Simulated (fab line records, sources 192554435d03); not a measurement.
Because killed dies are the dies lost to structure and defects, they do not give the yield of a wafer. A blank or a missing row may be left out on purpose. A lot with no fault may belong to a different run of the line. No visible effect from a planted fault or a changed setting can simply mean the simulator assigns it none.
Matching of chambers | flow n5 finfet | N5_BEOL_M0_SAQP_ETCH_83 on rie diel-05: 4 sister chambers
The step etches SiARC in CF4, target depth 39 nm, time 65 s. 4 wafers are shown with their chamber, then 10 later ones without.

== EACH WAFER AND ITS CHAMBER ==
wafer  | chamber | throttle valve pct (%)
L078.5 | 0       | 16.01
L084.5 | 1       | 15.74
L089.1 | 2       | 15.49
L089.5 | 3       | 15.37

== WAFERS WITH NO CHAMBER GIVEN ==
wafer  | throttle valve pct (%)
L089.6 | 16.04
L090.3 | 15.76
L090.5 | 15.39
L090.6 | 16.05
L091.1 | 16.07
L091.4 | 15.76
L091.5 | 16.05
L097.1 | 15.39
L097.3 | 16.05
L097.5 | 15.54

== EACH ONE'S CHAMBER ==
wafer  | from the rows above | in truth
L089.6 | 0                   | 0
L090.3 | 1                   | 1
L090.5 | 3                   | 3
L090.6 | 0                   | 0
L091.1 | 0                   | 0
L091.4 | 1                   | 1
L091.5 | 0                   | 0
L097.1 | 3                   | 3
L097.3 | 0                   | 0
L097.5 | 2                   | 2
Correctly placed: 10 of 10. Left unplaced by these rows: 0. Wrongly placed: 0.
How it was worked out, from the rows above alone: a wafer's distance from a chamber is the root of the sum, over the readings, of the square of ((its reading less the chamber's mean) divided by the reading's scatter). If the next closest chamber is less than 2 further off than the closest, the wafer can't be placed; otherwise it belongs to the closest. Each chamber's mean is taken over the wafers shown for it. The scatter (one wafer shown for each chamber): square how far every hidden wafer sits from the nearest shown wafer, average those squares and take the square root.
